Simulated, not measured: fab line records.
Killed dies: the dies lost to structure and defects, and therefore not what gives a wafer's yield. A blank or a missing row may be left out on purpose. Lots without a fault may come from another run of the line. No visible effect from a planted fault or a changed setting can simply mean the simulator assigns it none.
Matching of chambers :: flow n5 finfet :: 4 sister chambers for N5_GATE_CUT_CMP_43 on cmp-03
The step polishes SiO2. 8 wafers are shown with their chamber, then 9 later ones without.

== WAFERS WITH THEIR CHAMBER ==
wafer: L080.4
chamber: 0
motor current A (A): 11.4
slurry filter dp kPa (kPa): 13.55

wafer: L080.5
chamber: 0
motor current A (A): 11.5
slurry filter dp kPa (kPa): 13.30

wafer: L082.3
chamber: 1
motor current A (A): 13.0
slurry filter dp kPa (kPa): 13.50

wafer: L083.3
chamber: 1
motor current A (A): 12.7
slurry filter dp kPa (kPa): 13.55

wafer: L087.5
chamber: 2
motor current A (A): 12.4
slurry filter dp kPa (kPa): 13.57

wafer: L090.2
chamber: 2
motor current A (A): 12.5
slurry filter dp kPa (kPa): 13.66

wafer: L090.4
chamber: 3
motor current A (A): 13.5
slurry filter dp kPa (kPa): 13.70

wafer: L090.6
chamber: 3
motor current A (A): 13.1
slurry filter dp kPa (kPa): 13.42

== WAFERS WITHOUT THEIR CHAMBER ==
wafer: L092.1
motor current A (A): 10.9
slurry filter dp kPa (kPa): 13.59

wafer: L092.2
motor current A (A): 12.8
slurry filter dp kPa (kPa): 13.32

wafer: L092.4
motor current A (A): 12.8
slurry filter dp kPa (kPa): 13.53

wafer: L094.1
motor current A (A): 11.0
slurry filter dp kPa (kPa): 13.50

wafer: L094.3
motor current A (A): 12.5
slurry filter dp kPa (kPa): 13.52

wafer: L094.4
motor current A (A): 12.4
slurry filter dp kPa (kPa): 13.33

wafer: L096.2
motor current A (A): 13.1
slurry filter dp kPa (kPa): 13.61

wafer: L096.5
motor current A (A): 13.1
slurry filter dp kPa (kPa): 13.64

wafer: L096.6
motor current A (A): 12.3
slurry filter dp kPa (kPa): 13.44

== CHAMBER TAKEN BY EACH ==
wafer: L092.1
from the rows above: 0
in truth: 0

wafer: L092.2
from the rows above: can't be placed: 1 or 2 or 3
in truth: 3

wafer: L092.4
from the rows above: can't be placed: 1 or 2
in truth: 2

wafer: L094.1
from the rows above: 0
in truth: 0

wafer: L094.3
from the rows above: can't be placed: 2 or 1
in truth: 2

wafer: L094.4
from the rows above: can't be placed: 2 or 1
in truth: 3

wafer: L096.2
from the rows above: can't be placed: 3 or 1
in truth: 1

wafer: L096.5
from the rows above: can't be placed: 3 or 1
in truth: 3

wafer: L096.6
from the rows above: can't be placed: 2 or 1
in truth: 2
Correctly placed: 2 of 9. Cannot be placed on the basis of these rows: 7; the candidates contain the true chamber in 6. Number placed wrongly: 0.
How it was worked out, from the rows above alone: a wafer's distance from a chamber is the root of the sum, over the readings, of the square of ((its reading less the chamber's mean) divided by the reading's scatter). The wafer belongs to the nearest chamber; if the next one is less than 2 further off, it can't be placed. Each chamber's mean is taken over the wafers shown for it. How the scatter is found: for the shown wafers, subtract from each reading the mean of its chamber, square and add these, divide the total by (wafers less chambers), then take the root.
